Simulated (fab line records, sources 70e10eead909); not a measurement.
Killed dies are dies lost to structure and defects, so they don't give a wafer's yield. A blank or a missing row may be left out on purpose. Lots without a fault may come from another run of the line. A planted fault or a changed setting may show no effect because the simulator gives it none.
Chamber matching | flow nand_harc | NHARC_A_DECK1_JOINT_CMP_02 on cmp-02: 4 sister chambers
The step polishes SiOx. 18 wafers are shown with their chamber, then 9 later ones without.

WAFERS WITH THEIR CHAMBER
wafer  | chamber | motor_current_A (A)
L075.1 | 3       | 12.8
L075.2 | 0       | 13.7
L075.5 | 0       | 14.1
L079.1 | 3       | 12.2
L079.5 | 2       | 11.7
L079.6 | 3       | 12.1
L080.2 | 1       | 12.3
L080.3 | 3       | 11.8
L080.5 | 0       | 13.6
L083.1 | 1       | 11.6
L083.2 | 3       | 12.3
L083.3 | 2       | 11.0
L085.2 | 2       | 11.6
L085.3 | 0       | 12.8
L085.6 | 2       | 11.5
L087.1 | 0       | 13.5
L087.3 | 3       | 11.8
L087.6 | 2       | 11.9

SIGNATURES (means of the wafers above)
reading         | chamber 0 | chamber 1 | chamber 2 | chamber 3 | scatter within a chamber
motor_current_A | 13.540    | 11.950    | 11.540    | 12.167    | 0.404
Rule: a wafer's distance from a chamber is the root of the sum, over the readings, of the square of ((its reading less the chamber's mean) divided by the reading's scatter). The wafer belongs to the nearest chamber; if the next one is less than 2 further off, it can't be placed. The scatter: the root of (the sum of the squares of (reading less its chamber's mean) over the shown wafers, divided by (wafers less chambers)).

WAFERS WITHOUT THEIR CHAMBER
wafer  | motor_current_A (A)
L089.2 | 11.7
L089.5 | 12.3
L089.6 | 10.8
L092.1 | 12.2
L092.2 | 13.2
L092.4 | 11.4
L094.1 | 12.2
L094.4 | 13.8
L094.5 | 10.9

WHICH CHAMBER EACH WENT THROUGH
wafer  | from the rows above          | in truth
L089.2 | can't be placed: 2 or 1 or 3 | 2
L089.5 | can't be placed: 3 or 1 or 2 | 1
L089.6 | can't be placed: 2 or 1 or 3 | 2
L092.1 | can't be placed: 3 or 1 or 2 | 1
L092.2 | can't be placed: 0 or 3      | 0
L092.4 | can't be placed: 2 or 1 or 3 | 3
L094.1 | can't be placed: 3 or 1 or 2 | 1
L094.4 | 0                            | 0
L094.5 | can't be placed: 2 or 1 or 3 | 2
Placed correctly: 1 of 9. Can't be placed from these rows: 8 (the true chamber is among the candidates in 8). Placed wrongly: 0.
